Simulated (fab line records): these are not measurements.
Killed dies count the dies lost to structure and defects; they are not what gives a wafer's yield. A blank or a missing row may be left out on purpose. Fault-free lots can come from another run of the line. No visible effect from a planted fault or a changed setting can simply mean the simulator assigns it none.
What tool caused it? / flow n5-finfet / 6 lots with 13 wafers sampled at 5 steps, on a route of 1938 steps

== WHAT EACH GAUGE READ, for each wafer ==
N5_PASSIVATION_INSPECT_57: inspects for defects (macro).
lot=L969; measured=day 12 19:55; on=defect-inspect-02; raw-defect-count=3 2
lot=L973; measured=day 13 15:23; on=defect-inspect-01; raw-defect-count=0 2 5
lot=L975; measured=day 14 02:59; on=defect-inspect-02; raw-defect-count=2 2
lot=L979; measured=day 15 06:02; on=defect-inspect-02; raw-defect-count=0 2
lot=L982; measured=day 15 23:05; on=defect-inspect-02; raw-defect-count=2 4
lot=L987; measured=day 16 18:26; on=defect-inspect-01; raw-defect-count=0 3

== WHAT TOOL EACH LOT RAN ON (gives the tool, then ch and the chambers of the sampled wafers, and finally the start) ==
lot=L969; N5_MIM_TOP_ALD_00=ald-hk-03 ch 1,3, day 12 05:38; N5_PASSIVATION_PRE_CLEAN_19=pvd-sputter-02, day 12 13:40; N5_PASSIVATION_ETCH_54=rie-diel-06 ch 0,2, day 12 16:46; N5_PASSIVATION_PROBE_49=-
lot=L973; N5_MIM_TOP_ALD_00=ald-hk-03 ch 1,2, day 13 01:55; N5_PASSIVATION_PRE_CLEAN_19=pvd-sputter-03, day 13 09:23; N5_PASSIVATION_ETCH_54=rie-diel-06 ch 0,1,2, day 13 12:11; N5_PASSIVATION_PROBE_49=-
lot=L975; N5_MIM_TOP_ALD_00=ald-hk-02 ch 0,2, day 13 13:37; N5_PASSIVATION_PRE_CLEAN_19=pvd-sputter-02, day 13 20:46; N5_PASSIVATION_ETCH_54=rie-diel-03 ch 0,3, day 13 23:47; N5_PASSIVATION_PROBE_49=-
lot=L979; N5_MIM_TOP_ALD_00=ald-hk-01 ch 0,2, day 14 17:08; N5_PASSIVATION_PRE_CLEAN_19=pvd-sputter-01, day 14 23:21; N5_PASSIVATION_ETCH_54=rie-diel-03 ch 1,3, day 15 02:54; N5_PASSIVATION_PROBE_49=-
lot=L982; N5_MIM_TOP_ALD_00=ald-hk-03 ch 0,3, day 15 10:04; N5_PASSIVATION_PRE_CLEAN_19=pvd-sputter-01, day 15 17:04; N5_PASSIVATION_ETCH_54=rie-diel-06 ch 0, day 15 19:57; N5_PASSIVATION_PROBE_49=-
lot=L987; N5_MIM_TOP_ALD_00=ald-hk-02 ch 1,3, day 16 05:14; N5_PASSIVATION_PRE_CLEAN_19=pvd-sputter-01, day 16 12:36; N5_PASSIVATION_ETCH_54=rie-diel-05 ch 0,2, day 16 15:18; N5_PASSIVATION_PROBE_49=-
- N5_MIM_TOP_ALD_00: deposits Al2O3, purge time 3 s, co reactant pulse time 3 s.
- N5_PASSIVATION_PRE_CLEAN_19
- N5_PASSIVATION_ETCH_54: etches SiO2 in CHF3/O2, target depth 880 nm, time 440 s.
- N5_PASSIVATION_PROBE_49

== THE ANSWER, worked out from the rows above alone ==
Rule: what is usual is taken from the lots themselves. Put in order of their means at a reading, lots are off if they are a third of the lots or fewer, leave a main group of 4 or more, and stand apart from it by a gap of 3 or more times the standard deviation of the main group's means; of several such gaps the widest counts. The tables above print the reading to a certain number of digits; a main group whose means all agree to those digits is not used. Also off: a lot with no number at a reading for which 4 or more lots have one. The other lots that the step has rows for count as sound.
No lot is off on any of the readings shown, so nothing can be concluded from this.

== WHAT THE SIMULATOR PUT IN ==
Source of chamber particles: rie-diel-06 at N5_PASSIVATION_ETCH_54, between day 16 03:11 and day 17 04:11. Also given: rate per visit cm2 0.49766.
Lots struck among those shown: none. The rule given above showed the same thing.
